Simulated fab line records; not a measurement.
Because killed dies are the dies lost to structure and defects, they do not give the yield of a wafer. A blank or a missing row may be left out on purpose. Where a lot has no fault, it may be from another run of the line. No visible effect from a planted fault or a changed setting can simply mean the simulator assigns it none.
Struck lot and sound lot, side by side / flow n5 finfet / 37 steps out of a route of 1938
Sound: wafers L374.2, L374.3, L374.4. Wafers L383.3, L383.4, L383.6 were the ones struck. The cause is named last.
Each step with rows lists, per side, the tool, then ch with its chambers, then its first start. Under that, the readings that differ: sound wafers / struck wafers / difference of the means / sigmas: that difference in standard deviations of wafers without a fault.
alike: words and numbers the same on both sides, and readings whose means are apart by under 2 such deviations; not compared: readings that were withheld, readings missing a value for some wafer, numbers with overlapping values and no deviation given by the record, and bounds like >300 which may hide the same value.
The two part at a step that has a row with sigmas, a row that says differs or no value, or rows on one side only. Numbers that have no deviation but don't overlap get no sigmas and don't part them. Lack of a reading on every wafer of one side parts them only where that side has two or more wafers.

first, 9 steps without rows for these wafers: N5_BEOL_M4_ANNEAL_95 (time 240 s); N5_BEOL_M4_SPUTTER_96 (material Cu, target thk 4.5 nm, time 8.29 s); N5_BEOL_M4_ECD_50 (material Cu, target thk 300 nm); N5_BEOL_M4_ANNEAL_51 (time 90 s); N5_BEOL_M4_CMP_52 (polishes, stops on SiOC, t overpolish 6.8 s, target thk 40 nm); N5_BEOL_M4_PRE_CLEAN_60 (time 15 s); N5_BEOL_M4_CO_CAP_55 (material Co, precursor CCTBA/H2, target thk 2 nm, time 102.1 s); N5_BEOL_M4_PRE_CLEAN_56 (time 15 s); N5_BEOL_M4_DEP_57 (deposits SiCN from 3MS/NH3, target thk 8 nm, time 14 s).
N5_BEOL_M4_RC_MEAS_101:
  sound on prober-02 ch 0, day 9 16:20; struck on prober-01 ch 0, day 12 03:58
  alike: DIBL_N, DIBL_P, IOFF_N, IOFF_P, ION_N, ION_P, SS_N, SS_P, VT_N, VT_P
then, 24 steps without rows for these wafers: N5_BEOL_M5_ILD_DEP_00 (deposits SiCOH lowk from DEMS/porogen, target thk 140.64 nm, time 25.9 s); N5_BEOL_M5_CURE_79 (cures SiCOH lowk, time 240 s); N5_BEOL_M5_PECVD_70 (deposits SiO2 from TEOS/O2, target thk 16 nm, time 18 s); N5_BEOL_M5_HM_DEP_02 (deposits TiN, target thk 20 nm); N5_BEOL_M5_COAT_59 (time 60 s, resist thk 60 nm); N5_BEOL_M5_COAT_60 (time 60 s, resist thk 12 nm); N5_BEOL_M5_COAT_71 (time 60 s, resist thk 5 nm); N5_BEOL_M5_COAT_05 (resist thk 30 nm); N5_BEOL_M5_EBR_07; N5_BEOL_M5_SOFTBAKE_06 (time 60 s); N5_BEOL_M5_EXPOSE_08 (exposes mask M5, target cd 28 nm); N5_BEOL_M5_PEB_09 (peb time 60 s); N5_BEOL_M5_DEVELOP_10 (develop time 30 s); N5_BEOL_M5_DESCUM_16 (chemistry O2, time 7 s); N5_BEOL_M5_ETCH_72 (etches underlayer in N2/H2, target depth 6.5 nm, time 5.2 s); N5_BEOL_M5_ETCH_61 (etches SiARC in CF4, target depth 15.6 nm, time 26 s); N5_BEOL_M5_ETCH_62 (etches SOC in N2/H2, target depth 75 nm, overetch 15 nm, time 112.5 s); N5_BEOL_M5_STRIP_63 (strips in N2/H2); N5_BEOL_M5_STRIP_73 (strips in N2/H2); N5_BEOL_M5_STRIP_64 (strips in CF4); N5_BEOL_M5_HM_OPEN_17 (chemistry Cl2/BCl3, target TiN, target depth 20 nm, overetch 6 nm); N5_BEOL_M5_STRIP_19 (strips in O2); N5_BEOL_M5_COAT_65 (time 60 s, resist thk 60 nm); N5_BEOL_M5_COAT_66 (time 60 s, resist thk 12 nm).
-- the record jumps here: 2 days lie between the struck wafers' starts before and after (it left off in module BEOL_M5 and takes up again in module BEOL_M11, whose first step shown is number 1536 of the route) --
N5_BEOL_M11_ILD_DEP_00: deposits SiCOH lowk from DEMS/porogen, target thk 308.51 nm, time 58 s.
  sound on pecvd-02 ch 1,2, day 11 16:46; struck on pecvd-01 ch 0,1,2, day 14 11:46
  no value came back on the struck wafers for any of 5 readings (chamber pressure Torr (Torr), heater power outer w (W) and others); on the sound wafers chamber pressure Torr (Torr) reads 5.010 4.991 4.997
N5_BEOL_M11_OCD_MEAS_38:
  struck on ocd-02, day 14 16:59; sound on ocd-01, day 11 20:24
reading=trench depth nm (nm); sound=149.9 153.3 147.8; struck=- - -; difference=no value on the struck wafers; sigmas=
-- here the record skips 2 days between the struck wafers' starts before and after, leaving off in module BEOL_M11 and picking up in module PASSIVATION (first step shown: number 1936 of the route) --
N5_PASSIVATION_PROBE_49:
  struck on prober-01, day 17 00:03; sound on prober-02, day 13 18:52
reading=defect limited yield (%); sound=88.7 90.7 90.9; struck=0 0 0; difference=-90; sigmas=-60
reading=killed_at_M0_to_M3; sound=31 34 30; struck=4 5 8; difference=-26; sigmas=-3
reading=killed_at_M4_up; sound=28 17 17; struck=1165 1169 1168; difference=+1147; sigmas=+99 or more
reading=killed at contacts; sound=12 13 24; struck=2 1 2; difference=-15; sigmas=-2
reading=killed at front end; sound=59 44 34; struck=9 5 2; difference=-40; sigmas=-4
reading=killed dies; sound=133 110 107; struck=1180 1180 1180; difference=+1063; sigmas=+63
reading=killed on rim; sound=17 17 16; struck=152 152 152; difference=+135; sigmas=+33
reading=killed open; sound=86 78 78; struck=9 9 14; difference=-70; sigmas=-5
reading=killed short; sound=44 30 28; struck=9 6 1; difference=-29; sigmas=-3
reading=sort_bin_5_function (%); sound=7.0 6.2 5.4; struck=72.6 75.6 74.3; difference=+68.0; sigmas=+72
reading=sort n pass; sound=1047 1070 1073; struck=0 0 0; difference=-1063; sigmas=-63
reading=sort yield pct (%); sound=88.7 90.7 90.9; struck=0 0 0; difference=-90; sigmas=-60
  alike: killed at other, sort_bin_6_memory

== WHERE THEY PART ==
First at N5_BEOL_M11_ILD_DEP_00; last, within this record, at N5_PASSIVATION_PROBE_49.

WHY: what had been put in by the simulator
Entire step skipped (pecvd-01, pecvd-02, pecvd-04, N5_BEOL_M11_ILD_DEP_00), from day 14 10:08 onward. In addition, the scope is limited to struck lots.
